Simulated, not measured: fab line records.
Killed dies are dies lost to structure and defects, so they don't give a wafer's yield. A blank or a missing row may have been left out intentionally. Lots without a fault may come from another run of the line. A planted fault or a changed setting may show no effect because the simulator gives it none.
2 desks, one fault ; flow n5-finfet ; only its own numbers are on each desk; what lay behind them is given at the end

## TOOL OWNER'S DESK, pvd-sputter-03
The tool's own readings at N5_MIM_TOP_SPUTTER_03 (material TiN, target thk 35 nm, time 89.7 s): means of the sampled wafers that have a number, for each lot that ran on this tool. Marked OUT: a lot whose mean sits more than 4 standard deviations from the usual mean, which makes it out of limits; the brackets give that distance.
Columns: A = cathode-dc-power-W at N5_MIM_TOP_SPUTTER_03, usual 3000.0 W; B = throttle-valve-pct at N5_MIM_TOP_SPUTTER_03, usual 30.1 %
lot;first seen here;A;B
L349;day 14 18:34;3000.2;30.5
L348;day 14 19:32;2999.8;30.2
L353;day 16 17:26;3801.6 (+99 or more) OUT;30.7
L356;day 16 23:49;3801.5 (+99 or more) OUT;30.3
This desk's verdict: out of limits on L353, L356, starting with L353 at day 16 17:26 (cathode-dc-power-W at N5_MIM_TOP_SPUTTER_03). In limits: L349, L348.

## FROM THE METROLOGY DESK
Lot by lot, what the gauges showed, no matter which tool ran the lot: averages of those sampled wafers that carry a number. Marked OUT: a lot whose mean sits more than 4 standard deviations from the usual mean, which makes it out of limits; the brackets give that distance. Shown here are 7 of its 11 readings, the ones lying furthest out on some lot.
Columns: A = IOFF_N at N5_BEOL_M4_RC_MEAS_101, usual 0.16 nA/um; B = IOFF_P at N5_BEOL_M4_RC_MEAS_101, usual 0.21 nA/um; C = ION_N at N5_BEOL_M4_RC_MEAS_101, usual 676 uA/um; D = ION_P at N5_BEOL_M4_RC_MEAS_101, usual 463 uA/um; E = SS_P at N5_BEOL_M4_RC_MEAS_101, usual 73.0 mV/dec; F = VT_N at N5_BEOL_M4_RC_MEAS_101, usual 250 mV; G = M15_THK at N5_BEOL_M15_THK_MEAS_50, usual 845 nm
lot;first seen here;A;B;C;D;E;F;G
L342;day 9 01:29;0.18;0.22;675;464;73.4;249;848
L343;day 9 05:35;0.19;0.23;670;457;73.2;248;847
L346;day 9 20:19;0.16;0.22;666;457;73.2;250;830
L347;day 9 21:51;0.14;0.20;676;462;73.1;250;838
L345;day 10 00:14;0.18;0.26;688;474;73.5;249;858
L349;day 10 12:14;0.16;0.19;680;468;73.3;248;838
L348;day 10 15:54;0.16;0.20;677;463;72.8;251;835
L353;day 11 22:40;0.21;0.25;692;471;74.1;246;852
L356;day 12 03:43;0.13;0.20;658;462;72.8;253;847
L359;day 13 06:09;0.14;0.20;681;468;72.9;250;842
L361;day 13 22:04;0.14;0.18;675;455;72.5;251;821
L362;day 14 02:41;0.13;0.18;670;464;72.3;251;858
This desk found nothing out of limits on any of the 12 lots.

## BROUGHT TOGETHER
An alarm could have come from the tool owner's desk at day 16 17:26, on L353, L356.
At the metrology desk, nothing out of limits was observed.
The metrology desk holds a record of L353, L356, inside its limits.
N5_MIM_TOP_SPUTTER_03 was run on pvd-sputter-03 by each of the lots named.

## WHAT WAS PUT IN BY THE SIMULATOR
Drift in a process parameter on pvd-sputter-03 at N5_MIM_TOP_SPUTTER_03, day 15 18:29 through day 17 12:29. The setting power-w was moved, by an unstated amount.
Lots struck among those shown: L353, L356.
Time in hours from fault onset to the first out-of-limits reading at each desk: the tool owner's desk, 23.
